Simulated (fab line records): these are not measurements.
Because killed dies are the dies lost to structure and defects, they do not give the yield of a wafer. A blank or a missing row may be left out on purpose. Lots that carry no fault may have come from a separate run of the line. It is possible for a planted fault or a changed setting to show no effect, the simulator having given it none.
fab line records :: flow nand_harc :: part 2 of 2: steps 26 to 34 of 34
[record]
  lots = 5
  wafers = 15
  last_day = 24
route steps=1159 shown A_CONTACT@877
lots that met no fault: taken from a fault-free run of the same line
start_h: the number of hours between the record's first day and the start of the first shown wafer of the lot :: wait_h: hours from the lot's prior step to this one :: " as in the row above :: L1.1+2: a row that stands for several wafers :: - no value, or no start given :: * or withheld: withheld :: < > ~ a bound
route shown NAME@n: names a module that has steps shown in the file, with the first one's number in the route :: usual: mean/standard deviation of fault-free wafers :: same: alike in all rows :: chamber/n: place in a boat :: sites: readings site by site :: _std_site: how widely they spread, as a standard deviation :: _edge_site: the outer-site mean with the inner-site mean subtracted :: radius_mm: how far each site lies from the wafer's centre :: mask NAME#n: copy n :: behind: tool/chamber where the wafer was last shaped :: hold: what put the lot on hold/how long, in hours/how the hold closed :: device: transistor that didn't switch, given as n, p or np :: end of line: the route-end tests of the same wafers :: a step with no rows: only its recipe :: killed: at the first sort, the dies lost to defects and structure; wafer yield is something else :: map: the dies of a wafer, with x for killed, . for not killed, _ for no die there
set.NAME: the setting that was run; set.NAME@STEP: the one run at that earlier step :: model.NAME: the simulator's own value behind a step, which no gauge read
lots seen at some steps along the route; tables by step, rows by wafer
services: when a tool's chamber went out of use (start_h, in hours from the record's first day, below 0 if earlier), for how many hours, and the reason
[[steps]]
[step NHARC_A_CONTACT_ETCH_77]
[recipe]
  target_depth_a = 726
  time_s = 36.3
  cf4_flow_sccm = 100
  chf3_flow_sccm = 30
  ar_flow_sccm = 0
  rf_w = 500
  bias_w = 200
  chemistry = CF4/CHF3
[usual]
  cf4_flow_sccm = 100.03/0.27
  chf3_flow_sccm = 29.98/0.089
  drypump_motor_current_A = 5.7/0.55
  oes_product_au = 0.935/0.025
  rf_vpp_V = 371.2/1.8
  showerhead_plenum_p_Torr = 1.59/0.049
  throttle_valve_pct = 16.802/0.0089
lot.wafer: L082.2
tool: rie_diel-04
chamber: 1
start_h: -
wait_h: -
cf4_flow_sccm: 100.34
chf3_flow_sccm: 30.03
drypump_motor_current_A: 5.0
oes_product_au: 0.900
rf_hours_counter_h: 19
rf_vpp_V: 370.3
showerhead_plenum_p_Torr: 1.56
throttle_valve_pct: 16.791

lot.wafer: L082.3
tool: rie_diel-04
chamber: 2
start_h: -
wait_h: -
cf4_flow_sccm: 100.11
chf3_flow_sccm: 29.89
drypump_motor_current_A: 5.8
oes_product_au: 0.922
rf_hours_counter_h: 19
rf_vpp_V: 372.1
showerhead_plenum_p_Torr: 1.61
throttle_valve_pct: 16.803

lot.wafer: L082.5
tool: rie_diel-04
chamber: 0
start_h: -
wait_h: -
cf4_flow_sccm: 99.91
chf3_flow_sccm: 30.05
drypump_motor_current_A: 5.9
oes_product_au: 0.929
rf_hours_counter_h: -
rf_vpp_V: 369.4
showerhead_plenum_p_Torr: 1.55
throttle_valve_pct: 16.804

lot.wafer: L081.4
tool: rie_diel-07
chamber: 0
start_h: -
wait_h: -
cf4_flow_sccm: 99.95
chf3_flow_sccm: 30.07
drypump_motor_current_A: 5.1
oes_product_au: 0.909
rf_hours_counter_h: 5
rf_vpp_V: 374.8
showerhead_plenum_p_Torr: 1.68
throttle_valve_pct: 16.810

lot.wafer: L081.1
tool: rie_diel-07
chamber: 2
start_h: -
wait_h: -
cf4_flow_sccm: 99.57
chf3_flow_sccm: 29.93
drypump_motor_current_A: 6.6
oes_product_au: 0.909
rf_hours_counter_h: 7
rf_vpp_V: 369.8
showerhead_plenum_p_Torr: 1.54
throttle_valve_pct: 16.810

lot.wafer: L081.5
tool: rie_diel-07
chamber: 1
start_h: -
wait_h: -
cf4_flow_sccm: 99.80
chf3_flow_sccm: 29.95
drypump_motor_current_A: 4.9
oes_product_au: 0.917
rf_hours_counter_h: -
rf_vpp_V: 369.2
showerhead_plenum_p_Torr: 1.59
throttle_valve_pct: 16.810

lot.wafer: L090.2
tool: rie_diel-05
chamber: 2
start_h: -
wait_h: -
cf4_flow_sccm: 99.84
chf3_flow_sccm: 29.63
drypump_motor_current_A: 6.3
oes_product_au: 0.920
rf_hours_counter_h: 47
rf_vpp_V: 371.0
showerhead_plenum_p_Torr: 1.59
throttle_valve_pct: 16.797

lot.wafer: L090.4
tool: rie_diel-05
chamber: 3
start_h: -
wait_h: -
cf4_flow_sccm: 100.06
chf3_flow_sccm: 30.00
drypump_motor_current_A: 6.3
oes_product_au: 0.936
rf_hours_counter_h: 49
rf_vpp_V: 370.2
showerhead_plenum_p_Torr: 1.52
throttle_valve_pct: 16.798

lot.wafer: L090.5
tool: rie_diel-05
chamber: 3
start_h: -
wait_h: -
cf4_flow_sccm: 100.27
chf3_flow_sccm: 29.95
drypump_motor_current_A: 6.3
oes_product_au: 0.930
rf_hours_counter_h: -
rf_vpp_V: 369.7
showerhead_plenum_p_Torr: 1.52
throttle_valve_pct: 16.787

lot.wafer: L092.2
tool: rie_diel-05
chamber: 1
start_h: -
wait_h: -
cf4_flow_sccm: 99.87
chf3_flow_sccm: 30.11
drypump_motor_current_A: 5.2
oes_product_au: 0.922
rf_hours_counter_h: 49
rf_vpp_V: 373.4
showerhead_plenum_p_Torr: 1.67
throttle_valve_pct: 16.802

lot.wafer: L092.1
tool: rie_diel-05
chamber: 2
start_h: -
wait_h: -
cf4_flow_sccm: 100.11
chf3_flow_sccm: 29.88
drypump_motor_current_A: 6.3
oes_product_au: 0.917
rf_hours_counter_h: 50
rf_vpp_V: 370.4
showerhead_plenum_p_Torr: 1.59
throttle_valve_pct: 16.793

lot.wafer: L092.5
tool: rie_diel-05
chamber: 1
start_h: -
wait_h: -
cf4_flow_sccm: 100.45
chf3_flow_sccm: 30.09
drypump_motor_current_A: 5.2
oes_product_au: 0.906
rf_hours_counter_h: -
rf_vpp_V: 374.6
showerhead_plenum_p_Torr: 1.67
throttle_valve_pct: 16.807

lot.wafer: L096.3
tool: rie_diel-04
chamber: 3
start_h: -
wait_h: -
cf4_flow_sccm: 100.12
chf3_flow_sccm: 30.01
drypump_motor_current_A: 5.4
oes_product_au: 0.962
rf_hours_counter_h: 6
rf_vpp_V: 373.0
showerhead_plenum_p_Torr: 1.64
throttle_valve_pct: 16.800

lot.wafer: L096.4
tool: rie_diel-04
chamber: 1
start_h: -
wait_h: -
cf4_flow_sccm: 100.05
chf3_flow_sccm: 29.95
drypump_motor_current_A: 5.1
oes_product_au: 0.984
rf_hours_counter_h: 6
rf_vpp_V: 371.1
showerhead_plenum_p_Torr: 1.56
throttle_valve_pct: 16.803

lot.wafer: L096.5
tool: rie_diel-04
chamber: 3
start_h: -
wait_h: -
cf4_flow_sccm: 100.12
chf3_flow_sccm: 30.06
drypump_motor_current_A: 5.4
oes_product_au: 0.966
rf_hours_counter_h: -
rf_vpp_V: 373.2
showerhead_plenum_p_Torr: 1.64
throttle_valve_pct: 16.806
[step NHARC_A_CONTACT_ETCH_78]
[recipe]
  target_depth_a = 28000
  over_etch_frac = 0.3
  time_s = 728
  ion_energy_ev = 150
  o2_flow_sccm = 400
  cos_flow_sccm = 20
  ar_flow_sccm = 0
  rf_w = 500
  bias_w = 300
  chemistry = O2/COS
[usual]
  drypump_motor_current_A = 5.7/0.55
  oes_product_au = 0.995/0.013
  rf_vpp_V = 314.6/1.6
  showerhead_plenum_p_Torr = 3.15/0.1
  throttle_valve_pct = 28.329/0.0094
lot.wafer: L082.2
tool: rie_diel-04
chamber: 0
start_h: -
wait_h: -
drypump_motor_current_A: 6.0
oes_product_au: 1.008
rf_hours_counter_h: 19
rf_vpp_V: 313.5
showerhead_plenum_p_Torr: 3.08
throttle_valve_pct: 28.335

lot.wafer: L082.3
tool: rie_diel-04
chamber: 3
start_h: -
wait_h: -
drypump_motor_current_A: 5.5
oes_product_au: 1.008
rf_hours_counter_h: 20
rf_vpp_V: 315.5
showerhead_plenum_p_Torr: 3.27
throttle_valve_pct: 28.344

lot.wafer: L082.5
tool: rie_diel-04
chamber: 1
start_h: -
wait_h: -
drypump_motor_current_A: 5.1
oes_product_au: 0.998
rf_hours_counter_h: -
rf_vpp_V: 313.7
showerhead_plenum_p_Torr: 3.10
throttle_valve_pct: 28.322

lot.wafer: L081.4
tool: rie_diel-07
chamber: 1
start_h: -
wait_h: -
drypump_motor_current_A: 4.9
oes_product_au: 0.989
rf_hours_counter_h: 6
rf_vpp_V: 314.5
showerhead_plenum_p_Torr: 3.15
throttle_valve_pct: 28.317

lot.wafer: L081.1
tool: rie_diel-07
chamber: 2
start_h: -
wait_h: -
drypump_motor_current_A: 6.6
oes_product_au: 0.991
rf_hours_counter_h: 7
rf_vpp_V: 312.3
showerhead_plenum_p_Torr: 3.06
throttle_valve_pct: 28.329

lot.wafer: L081.5
tool: rie_diel-07
chamber: 1
start_h: -
wait_h: -
drypump_motor_current_A: 4.9
oes_product_au: 0.997
rf_hours_counter_h: -
rf_vpp_V: 314.2
showerhead_plenum_p_Torr: 3.15
throttle_valve_pct: 28.327

lot.wafer: L090.2
tool: rie_diel-05
chamber: 2
start_h: -
wait_h: -
drypump_motor_current_A: 6.3
oes_product_au: 1.002
rf_hours_counter_h: 48
rf_vpp_V: 315.0
showerhead_plenum_p_Torr: 3.16
throttle_valve_pct: 28.333

lot.wafer: L090.4
tool: rie_diel-05
chamber: 3
start_h: -
wait_h: -
drypump_motor_current_A: 6.3
oes_product_au: 1.027
rf_hours_counter_h: 50
rf_vpp_V: 312.3
showerhead_plenum_p_Torr: 3.02
throttle_valve_pct: 28.331

lot.wafer: L090.5
tool: rie_diel-05
chamber: 2
start_h: -
wait_h: -
drypump_motor_current_A: 6.3
oes_product_au: 0.999
rf_hours_counter_h: -
rf_vpp_V: 314.5
showerhead_plenum_p_Torr: 3.16
throttle_valve_pct: 28.332

lot.wafer: L092.2
tool: rie_diel-05
chamber: 0
start_h: -
wait_h: -
drypump_motor_current_A: 6.3
oes_product_au: 0.993
rf_hours_counter_h: 53
rf_vpp_V: 312.9
showerhead_plenum_p_Torr: 3.04
throttle_valve_pct: 28.327

lot.wafer: L092.1
tool: rie_diel-05
chamber: 1
start_h: -
wait_h: -
drypump_motor_current_A: 5.2
oes_product_au: 0.989
rf_hours_counter_h: 49
rf_vpp_V: 317.4
showerhead_plenum_p_Torr: 3.31
throttle_valve_pct: 28.332

lot.wafer: L092.5
tool: rie_diel-05
chamber: 1
start_h: -
wait_h: -
drypump_motor_current_A: 5.2
oes_product_au: 0.987
rf_hours_counter_h: -
rf_vpp_V: 315.0
showerhead_plenum_p_Torr: 3.31
throttle_valve_pct: 28.316

lot.wafer: L096.4
tool: rie_diel-04
chamber: 0
start_h: -
wait_h: -
drypump_motor_current_A: 6.0
oes_product_au: 1.011
rf_hours_counter_h: 6
rf_vpp_V: 312.9
showerhead_plenum_p_Torr: 3.07
throttle_valve_pct: 28.329

lot.wafer: L096.3
tool: rie_diel-04
chamber: 1
start_h: -
wait_h: -
drypump_motor_current_A: 5.1
oes_product_au: 0.997
rf_hours_counter_h: 6
rf_vpp_V: 313.7
showerhead_plenum_p_Torr: 3.09
throttle_valve_pct: 28.338

lot.wafer: L096.5
tool: rie_diel-04
chamber: 3
start_h: -
wait_h: -
drypump_motor_current_A: 5.5
oes_product_au: 0.999
rf_hours_counter_h: -
rf_vpp_V: 316.4
showerhead_plenum_p_Torr: 3.26
throttle_valve_pct: 28.345
[step NHARC_A_CONTACT_ETCH_124]
[recipe]
  source_w = withheld
  pressure_mtorr = 20
  bias_v = withheld
  time_s = 140
  target_depth_a = 7000
  ar_flow_sccm = withheld
  c4f8_flow_sccm = withheld
  o2_flow_sccm = withheld
  chemistry = C4F8/O2/Ar
lot.wafer: L082.2
tool: har_cap_etch-01
chamber: 0
start_h: 418.80
wait_h: -
rf_hours_counter_h: 62

lot.wafer: L082.3
tool: har_cap_etch-01
chamber: 1
start_h: 418.80
wait_h: -
rf_hours_counter_h: -

lot.wafer: L082.5
tool: har_cap_etch-01
chamber: 1
start_h: 418.80
wait_h: -
rf_hours_counter_h: -

lot.wafer: L081.1
tool: har_cap_etch-03
chamber: 1
start_h: 431.17
wait_h: -
rf_hours_counter_h: 91

lot.wafer: L081.4
tool: har_cap_etch-03
chamber: 1
start_h: 431.17
wait_h: -
rf_hours_counter_h: -

lot.wafer: L081.5
tool: har_cap_etch-03
chamber: 0
start_h: 431.17
wait_h: -
rf_hours_counter_h: -

lot.wafer: L090.2
tool: har_cap_etch-03
chamber: 1
start_h: 476.25
wait_h: -
rf_hours_counter_h: 100

lot.wafer: L090.4
tool: har_cap_etch-03
chamber: 1
start_h: 476.25
wait_h: -
rf_hours_counter_h: -

lot.wafer: L090.5
tool: har_cap_etch-03
chamber: 0
start_h: 476.25
wait_h: -
rf_hours_counter_h: -

lot.wafer: L092.2
tool: har_cap_etch-01
chamber: 0
start_h: 483.55
wait_h: -
rf_hours_counter_h: 76

lot.wafer: L092.1
tool: har_cap_etch-01
chamber: 1
start_h: 483.55
wait_h: -
rf_hours_counter_h: 76

lot.wafer: L092.5
tool: har_cap_etch-01
chamber: 0
start_h: 483.55
wait_h: -
rf_hours_counter_h: -

lot.wafer: L096.4
tool: har_cap_etch-03
chamber: 0
start_h: 513.04
wait_h: -
rf_hours_counter_h: -

lot.wafer: L096.3
tool: har_cap_etch-03
chamber: 1
start_h: 513.04
wait_h: -
rf_hours_counter_h: -

lot.wafer: L096.5
tool: har_cap_etch-03
chamber: 0
start_h: 513.04
wait_h: -
rf_hours_counter_h: -
[step NHARC_A_CONTACT_ETCH_125]
[recipe]
  source_w = withheld
  pressure_mtorr = 20
  bias_v = 1200
  time_s = 155
  target_depth_a = 9560
  ar_flow_sccm = withheld
  c4f8_flow_sccm = withheld
  o2_flow_sccm = withheld
  chemistry = C4F8/O2/Ar
lot.wafer: L082.2
tool: har_cap_etch-01
chamber: 0
start_h: 419.00
wait_h: 0.2
rf_hours_counter_h: 62

lot.wafer: L082.3
tool: har_cap_etch-01
chamber: 1
start_h: 419.00
wait_h: 0.2
rf_hours_counter_h: -

lot.wafer: L082.5
tool: har_cap_etch-01
chamber: 1
start_h: 419.00
wait_h: 0.2
rf_hours_counter_h: -

lot.wafer: L081.1
tool: har_cap_etch-03
chamber: 1
start_h: 431.36
wait_h: 0.2
rf_hours_counter_h: 91

lot.wafer: L081.4
tool: har_cap_etch-03
chamber: 1
start_h: 431.36
wait_h: 0.2
rf_hours_counter_h: -

lot.wafer: L081.5
tool: har_cap_etch-03
chamber: 0
start_h: 431.36
wait_h: 0.2
rf_hours_counter_h: -

lot.wafer: L090.2
tool: har_cap_etch-03
chamber: 1
start_h: 476.50
wait_h: 0.2
rf_hours_counter_h: 100

lot.wafer: L090.4
tool: har_cap_etch-03
chamber: 1
start_h: 476.50
wait_h: 0.2
rf_hours_counter_h: -

lot.wafer: L090.5
tool: har_cap_etch-03
chamber: 0
start_h: 476.50
wait_h: 0.2
rf_hours_counter_h: -

lot.wafer: L092.2
tool: har_cap_etch-01
chamber: 0
start_h: 483.75
wait_h: 0.2
rf_hours_counter_h: 77

lot.wafer: L092.1
tool: har_cap_etch-01
chamber: 1
start_h: 483.75
wait_h: 0.2
rf_hours_counter_h: 77

lot.wafer: L092.5
tool: har_cap_etch-01
chamber: 0
start_h: 483.75
wait_h: 0.2
rf_hours_counter_h: -

lot.wafer: L096.4
tool: har_cap_etch-03
chamber: 0
start_h: 513.22
wait_h: 0.1
rf_hours_counter_h: -

lot.wafer: L096.3
tool: har_cap_etch-03
chamber: 1
start_h: 513.22
wait_h: 0.1
rf_hours_counter_h: -

lot.wafer: L096.5
tool: har_cap_etch-03
chamber: 0
start_h: 513.22
wait_h: 0.1
rf_hours_counter_h: -
[step NHARC_A_CONTACT_ETCH_126]
[recipe]
  source_w = withheld
  pressure_mtorr = 20
  bias_v = 1200
  time_s = 155
  target_depth_a = 9560
  ar_flow_sccm = withheld
  c4f8_flow_sccm = withheld
  o2_flow_sccm = withheld
  chemistry = C4F8/O2/Ar
lot.wafer: L082.2
tool: har_cap_etch-01
chamber: 0
start_h: 419.14
wait_h: 0.1
rf_hours_counter_h: 62

lot.wafer: L082.3
tool: har_cap_etch-01
chamber: 1
start_h: 419.14
wait_h: 0.1
rf_hours_counter_h: -

lot.wafer: L082.5
tool: har_cap_etch-01
chamber: 1
start_h: 419.14
wait_h: 0.1
rf_hours_counter_h: -

lot.wafer: L081.1
tool: har_cap_etch-03
chamber: 1
start_h: 431.50
wait_h: 0.1
rf_hours_counter_h: 91

lot.wafer: L081.4
tool: har_cap_etch-03
chamber: 1
start_h: 431.50
wait_h: 0.1
rf_hours_counter_h: -

lot.wafer: L081.5
tool: har_cap_etch-03
chamber: 0
start_h: 431.50
wait_h: 0.1
rf_hours_counter_h: -

lot.wafer: L090.2
tool: har_cap_etch-03
chamber: 1
start_h: 476.69
wait_h: 0.2
rf_hours_counter_h: 100

lot.wafer: L090.4
tool: har_cap_etch-03
chamber: 1
start_h: 476.69
wait_h: 0.2
rf_hours_counter_h: -

lot.wafer: L090.5
tool: har_cap_etch-03
chamber: 0
start_h: 476.69
wait_h: 0.2
rf_hours_counter_h: -

lot.wafer: L092.2
tool: har_cap_etch-01
chamber: 0
start_h: 483.90
wait_h: 0.1
rf_hours_counter_h: 77

lot.wafer: L092.1
tool: har_cap_etch-01
chamber: 1
start_h: 483.90
wait_h: 0.1
rf_hours_counter_h: 77

lot.wafer: L092.5
tool: har_cap_etch-01
chamber: 0
start_h: 483.90
wait_h: 0.1
rf_hours_counter_h: -

lot.wafer: L096.4
tool: har_cap_etch-03
chamber: 0
start_h: 513.36
wait_h: 0.1
rf_hours_counter_h: -

lot.wafer: L096.3
tool: har_cap_etch-03
chamber: 1
start_h: 513.36
wait_h: 0.1
rf_hours_counter_h: -

lot.wafer: L096.5
tool: har_cap_etch-03
chamber: 0
start_h: 513.36
wait_h: 0.1
rf_hours_counter_h: -
[step NHARC_A_CONTACT_ETCH_127]
[recipe]
  source_w = withheld
  pressure_mtorr = 20
  bias_v = 1200
  time_s = 155
  target_depth_a = 9560
  ar_flow_sccm = withheld
  c4f8_flow_sccm = withheld
  o2_flow_sccm = withheld
  chemistry = C4F8/O2/Ar
lot.wafer: L082.2
tool: har_cap_etch-01
chamber: 0
start_h: 419.28
wait_h: 0.1
rf_hours_counter_h: 62

lot.wafer: L082.3
tool: har_cap_etch-01
chamber: 1
start_h: 419.28
wait_h: 0.1
rf_hours_counter_h: -

lot.wafer: L082.5
tool: har_cap_etch-01
chamber: 1
start_h: 419.28
wait_h: 0.1
rf_hours_counter_h: -

lot.wafer: L081.1
tool: har_cap_etch-03
chamber: 1
start_h: 431.64
wait_h: 0.1
rf_hours_counter_h: 91

lot.wafer: L081.4
tool: har_cap_etch-03
chamber: 1
start_h: 431.64
wait_h: 0.1
rf_hours_counter_h: -

lot.wafer: L081.5
tool: har_cap_etch-03
chamber: 0
start_h: 431.64
wait_h: 0.1
rf_hours_counter_h: -

lot.wafer: L090.2
tool: har_cap_etch-03
chamber: 1
start_h: 476.88
wait_h: 0.2
rf_hours_counter_h: 101

lot.wafer: L090.4
tool: har_cap_etch-03
chamber: 1
start_h: 476.88
wait_h: 0.2
rf_hours_counter_h: -

lot.wafer: L090.5
tool: har_cap_etch-03
chamber: 0
start_h: 476.88
wait_h: 0.2
rf_hours_counter_h: -

lot.wafer: L092.2
tool: har_cap_etch-01
chamber: 0
start_h: 484.04
wait_h: 0.1
rf_hours_counter_h: 77

lot.wafer: L092.1
tool: har_cap_etch-01
chamber: 1
start_h: 484.04
wait_h: 0.1
rf_hours_counter_h: 77

lot.wafer: L092.5
tool: har_cap_etch-01
chamber: 0
start_h: 484.04
wait_h: 0.1
rf_hours_counter_h: -

lot.wafer: L096.4
tool: har_cap_etch-03
chamber: 0
start_h: 513.50
wait_h: 0.1
rf_hours_counter_h: -

lot.wafer: L096.3
tool: har_cap_etch-03
chamber: 1
start_h: 513.50
wait_h: 0.1
rf_hours_counter_h: -

lot.wafer: L096.5
tool: har_cap_etch-03
chamber: 0
start_h: 513.50
wait_h: 0.1
rf_hours_counter_h: -
[step NHARC_A_CONTACT_ETCH_128]
[recipe]
  source_w = withheld
  pressure_mtorr = 20
  bias_v = 1200
  time_s = 155
  target_depth_a = 9560
  ar_flow_sccm = withheld
  c4f8_flow_sccm = withheld
  o2_flow_sccm = withheld
  chemistry = C4F8/O2/Ar
lot.wafer: L082.2
tool: har_cap_etch-01
chamber: 0
start_h: 419.42
wait_h: 0.1
rf_hours_counter_h: 63

lot.wafer: L082.3
tool: har_cap_etch-01
chamber: 1
start_h: 419.42
wait_h: 0.1
rf_hours_counter_h: -

lot.wafer: L082.5
tool: har_cap_etch-01
chamber: 1
start_h: 419.42
wait_h: 0.1
rf_hours_counter_h: -

lot.wafer: L081.1
tool: har_cap_etch-03
chamber: 1
start_h: 431.78
wait_h: 0.1
rf_hours_counter_h: 92

lot.wafer: L081.4
tool: har_cap_etch-03
chamber: 1
start_h: 431.78
wait_h: 0.1
rf_hours_counter_h: -

lot.wafer: L081.5
tool: har_cap_etch-03
chamber: 0
start_h: 431.78
wait_h: 0.1
rf_hours_counter_h: -

lot.wafer: L090.2
tool: har_cap_etch-03
chamber: 1
start_h: 477.07
wait_h: 0.2
rf_hours_counter_h: 101

lot.wafer: L090.4
tool: har_cap_etch-03
chamber: 1
start_h: 477.07
wait_h: 0.2
rf_hours_counter_h: -

lot.wafer: L090.5
tool: har_cap_etch-03
chamber: 0
start_h: 477.07
wait_h: 0.2
rf_hours_counter_h: -

lot.wafer: L092.2
tool: har_cap_etch-01
chamber: 0
start_h: 484.18
wait_h: 0.1
rf_hours_counter_h: 77

lot.wafer: L092.1
tool: har_cap_etch-01
chamber: 1
start_h: 484.18
wait_h: 0.1
rf_hours_counter_h: 77

lot.wafer: L092.5
tool: har_cap_etch-01
chamber: 0
start_h: 484.18
wait_h: 0.1
rf_hours_counter_h: -

lot.wafer: L096.4
tool: har_cap_etch-03
chamber: 0
start_h: 513.64
wait_h: 0.1
rf_hours_counter_h: -

lot.wafer: L096.3
tool: har_cap_etch-03
chamber: 1
start_h: 513.64
wait_h: 0.1
rf_hours_counter_h: -

lot.wafer: L096.5
tool: har_cap_etch-03
chamber: 0
start_h: 513.64
wait_h: 0.1
rf_hours_counter_h: -
[step NHARC_A_CONTACT_ETCH_129]
[recipe]
  source_w = withheld
  pressure_mtorr = 20
  bias_v = 1200
  time_s = 155
  target_depth_a = 9560
  ar_flow_sccm = withheld
  c4f8_flow_sccm = withheld
  o2_flow_sccm = withheld
  chemistry = C4F8/O2/Ar
lot.wafer: L082.2
tool: har_cap_etch-01
chamber: 0
start_h: 419.57
wait_h: 0.1
rf_hours_counter_h: 63

lot.wafer: L082.3
tool: har_cap_etch-01
chamber: 1
start_h: 419.57
wait_h: 0.1
rf_hours_counter_h: -

lot.wafer: L082.5
tool: har_cap_etch-01
chamber: 1
start_h: 419.57
wait_h: 0.1
rf_hours_counter_h: -

lot.wafer: L081.1
tool: har_cap_etch-03
chamber: 1
start_h: 431.92
wait_h: 0.1
rf_hours_counter_h: 92

lot.wafer: L081.4
tool: har_cap_etch-03
chamber: 1
start_h: 431.92
wait_h: 0.1
rf_hours_counter_h: -

lot.wafer: L081.5
tool: har_cap_etch-03
chamber: 0
start_h: 431.92
wait_h: 0.1
rf_hours_counter_h: -

lot.wafer: L090.2
tool: har_cap_etch-03
chamber: 1
start_h: 477.26
wait_h: 0.2
rf_hours_counter_h: 101

lot.wafer: L090.4
tool: har_cap_etch-03
chamber: 1
start_h: 477.26
wait_h: 0.2
rf_hours_counter_h: -

lot.wafer: L090.5
tool: har_cap_etch-03
chamber: 0
start_h: 477.26
wait_h: 0.2
rf_hours_counter_h: -

lot.wafer: L092.2
tool: har_cap_etch-01
chamber: 0
start_h: 484.32
wait_h: 0.1
rf_hours_counter_h: 77

lot.wafer: L092.1
tool: har_cap_etch-01
chamber: 1
start_h: 484.32
wait_h: 0.1
rf_hours_counter_h: 77

lot.wafer: L092.5
tool: har_cap_etch-01
chamber: 0
start_h: 484.32
wait_h: 0.1
rf_hours_counter_h: -

lot.wafer: L096.4
tool: har_cap_etch-03
chamber: 0
start_h: 513.79
wait_h: 0.1
rf_hours_counter_h: -

lot.wafer: L096.3
tool: har_cap_etch-03
chamber: 1
start_h: 513.79
wait_h: 0.1
rf_hours_counter_h: -

lot.wafer: L096.5
tool: har_cap_etch-03
chamber: 0
start_h: 513.79
wait_h: 0.1
rf_hours_counter_h: -
[step NHARC_A_CONTACT_ETCH_130]
[recipe]
  source_w = withheld
  pressure_mtorr = 20
  bias_v = 1200
  time_s = 155
  target_depth_a = 9560
  ar_flow_sccm = withheld
  c4f8_flow_sccm = withheld
  o2_flow_sccm = withheld
  chemistry = C4F8/O2/Ar
lot.wafer: L082.2
tool: har_cap_etch-01
chamber: 0
start_h: 419.71
wait_h: 0.1
rf_hours_counter_h: 63

lot.wafer: L082.3
tool: har_cap_etch-01
chamber: 1
start_h: 419.71
wait_h: 0.1
rf_hours_counter_h: -

lot.wafer: L082.5
tool: har_cap_etch-01
chamber: 1
start_h: 419.71
wait_h: 0.1
rf_hours_counter_h: -

lot.wafer: L081.1
tool: har_cap_etch-03
chamber: 1
start_h: 432.06
wait_h: 0.1
rf_hours_counter_h: 92

lot.wafer: L081.4
tool: har_cap_etch-03
chamber: 1
start_h: 432.06
wait_h: 0.1
rf_hours_counter_h: -

lot.wafer: L081.5
tool: har_cap_etch-03
chamber: 0
start_h: 432.06
wait_h: 0.1
rf_hours_counter_h: -

lot.wafer: L090.2
tool: har_cap_etch-03
chamber: 1
start_h: 477.44
wait_h: 0.2
rf_hours_counter_h: 101

lot.wafer: L090.4
tool: har_cap_etch-03
chamber: 1
start_h: 477.44
wait_h: 0.2
rf_hours_counter_h: -

lot.wafer: L090.5
tool: har_cap_etch-03
chamber: 0
start_h: 477.44
wait_h: 0.2
rf_hours_counter_h: -

lot.wafer: L092.2
tool: har_cap_etch-01
chamber: 0
start_h: 484.46
wait_h: 0.1
rf_hours_counter_h: 77

lot.wafer: L092.1
tool: har_cap_etch-01
chamber: 1
start_h: 484.46
wait_h: 0.1
rf_hours_counter_h: 77

lot.wafer: L092.5
tool: har_cap_etch-01
chamber: 0
start_h: 484.46
wait_h: 0.1
rf_hours_counter_h: -

lot.wafer: L096.4
tool: har_cap_etch-03
chamber: 0
start_h: 513.93
wait_h: 0.1
rf_hours_counter_h: -

lot.wafer: L096.3
tool: har_cap_etch-03
chamber: 1
start_h: 513.93
wait_h: 0.1
rf_hours_counter_h: -

lot.wafer: L096.5
tool: har_cap_etch-03
chamber: 0
start_h: 513.93
wait_h: 0.1
rf_hours_counter_h: -
[[services]]
tool: pecvd-04
chamber: -
start_h: 393.66
hours: 0.8
kind: repair

tool: rie_diel-05
chamber: 0
start_h: 399.04
hours: -
kind: clean

tool: rie_diel-05
chamber: 1
start_h: 399.04
hours: -
kind: clean

tool: rie_diel-05
chamber: 2
start_h: 399.04
hours: -
kind: clean

tool: rie_diel-05
chamber: 3
start_h: 399.04
hours: -
kind: clean

tool: acl_dep-03
chamber: -
start_h: 405.62
hours: 13.0
kind: pm

tool: acl_dep-01
chamber: -
start_h: 406.06
hours: 0.3
kind: repair

tool: rie_diel-07
chamber: -
start_h: 406.34
hours: 9.0
kind: pm

tool: wet_bench-07
chamber: -
start_h: 410.91
hours: 0.8
kind: repair

tool: pecvd-03
chamber: 0
start_h: 420.83
hours: 2.2
kind: repair

tool: rie_diel-05
chamber: 0
start_h: 423.54
hours: -
kind: clean

tool: rie_diel-05
chamber: 1
start_h: 423.54
hours: -
kind: clean

tool: arfi_scanner-02
chamber: -
start_h: 428.00
hours: 4.0
kind: pm

tool: litho_track-01
chamber: -
start_h: 438.42
hours: -
kind: consumable_replace:filter

tool: litho_track-01
chamber: -
start_h: 443.00
hours: 7.0
kind: pm

tool: wet_bench-07
chamber: -
start_h: 448.03
hours: 8.0
kind: pm

tool: rie_diel-04
chamber: 0
start_h: 449.74
hours: 7.2
kind: repair

tool: rie_diel-04
chamber: -
start_h: 466.09
hours: 9.0
kind: pm

tool: litho_track-06
chamber: -
start_h: 467.00
hours: 7.0
kind: pm

tool: pecvd-03
chamber: -
start_h: 473.12
hours: 13.0
kind: pm

tool: acl_dep-01
chamber: -
start_h: 476.53
hours: 13.0
kind: pm

tool: arfi_scanner-03
chamber: -
start_h: 484.00
hours: 4.0
kind: pm

tool: rie_diel-07
chamber: -
start_h: 485.60
hours: 0.7
kind: repair

tool: litho_track-04
chamber: -
start_h: 491.00
hours: 7.0
kind: pm
